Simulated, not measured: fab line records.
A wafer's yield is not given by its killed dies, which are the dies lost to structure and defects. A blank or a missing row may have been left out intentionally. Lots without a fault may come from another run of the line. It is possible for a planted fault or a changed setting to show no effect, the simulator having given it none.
Lot-split experiment    flow n5Finfet    route with 1938 steps; 7 lots, 21 wafers read

## ON THE SPLIT
At N5_FIN_SAQP_EXPOSE_13 (exposes mask FIN CORE, target cd 35.6 nm), the setting doseMj was moved away from the recipe's 63.25 on 9 of the 21 wafers read, by -4.2% to +6.8%. For the rest of the wafers, this setting stayed at what the recipe calls for.

## FROM THE SPLIT TO THE READING: what the file shows between them, 2 steps
- N5_FIN_SAQP_PEB_14: peb time 60 s
- N5_FIN_SAQP_DEVELOP_15: develop time 30 s

## THE READING
At N5_FIN_SAQP_CD_MEAS_16: cdNm in nanometres, against a target cd of 35.6 nm. Fault-free wafers of this fab line usually give 35.71 nm, standard deviation 0.3 nm.

wafer   tool, chamber at the split  doseMj as run  against the recipe  cdNm, nm  against lot-mates on the recipe
L078.2  arfiScanner-02, 0           65.51          +3.6%               35.13     -0.60
L078.5  arfiScanner-02, 0           63.25          recipe              35.71     -
L078.6  arfiScanner-02, 0           63.25          recipe              35.75     -
L080.2  arfiScanner-01, 0           61.81          -2.3%               36.44     +0.30
L080.4  arfiScanner-01, 0           63.25          recipe              36.03     -
L080.5  arfiScanner-01, 0           63.25          recipe              36.25     -
L081.1  arfiScanner-03, 0           63.25          recipe              35.06     -
L081.3  arfiScanner-03, 0           63.25          recipe              35.57     -
L081.4  arfiScanner-03, 0           65.4           +3.4%               34.73     -0.59
L082.1  arfiScanner-02, 0           63.25          recipe              35.65     -
L082.3  arfiScanner-02, 0           60.58          -4.2%               37.11     +1.46
L082.4  arfiScanner-02, 0           60.58          -4.2%               36.99     +1.34
L084.1  arfiScanner-03, 0           63.25          recipe              35.96     -
L084.2  arfiScanner-03, 0           67.58          +6.8%               34.08     -1.88
L084.5  arfiScanner-03, 0           67.58          +6.8%               34.07     -1.89
L093.3  arfiScanner-02, 0           63.25          recipe              35.38     -
L093.4  arfiScanner-02, 0           65.21          +3.1%               34.46     -0.92
L093.5  arfiScanner-02, 0           65.21          +3.1%               34.51     -0.87
L094.2  arfiScanner-03, 0           63.25          recipe              35.61     -
L094.3  arfiScanner-03, 0           63.25          recipe              35.61     -
L094.4  arfiScanner-03, 0           63.25          recipe              35.71     -

FIT RESULTS
A straight line over all 21 wafers: cdNm changes by -0.273 nm for each +1% of doseMj; r = -0.94; the points scatter about the line by 0.3 nm.
The same after taking each lot's own level away (the mean of its wafers on the recipe; 21 wafers): -0.273 nm for each +1%; r = -0.98; scatter 0.18 nm.
On that fit, the largest move of doseMj shifts the reading by 1.9 nm.
The span of the lots' own levels, 35.315 to 36.140 nm, comes to 2.8 times the standard deviation stated above.
Consequently the slope shifts little with the lot-to-lot level, the two slopes agreeing.
Check: with one of the wafers moved furthest among these (+6.8%) left out of the fit, the line predicts -1.81 nm for it against its lot-mates. It came out at -1.88 nm against them.

## THESE WAFERS: OTHER SPLITS
These wafers also went through other splits before the reading. Each is held against what the fit with the lots' levels taken away leaves over:
other split on the same wafers  wafers away from the commonest value  r with cdNm (lot level and that fit taken away)
N5_ZERO_LAYER_EXPOSE_08 doseMj  7                                     -0.09
N5_WELL_APT_COAT_02 spinRpm     4                                     +0.11

## THE FILE'S OWN FIT
cdNm changes by -0.255 nm for each +1% of doseMj, r = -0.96.
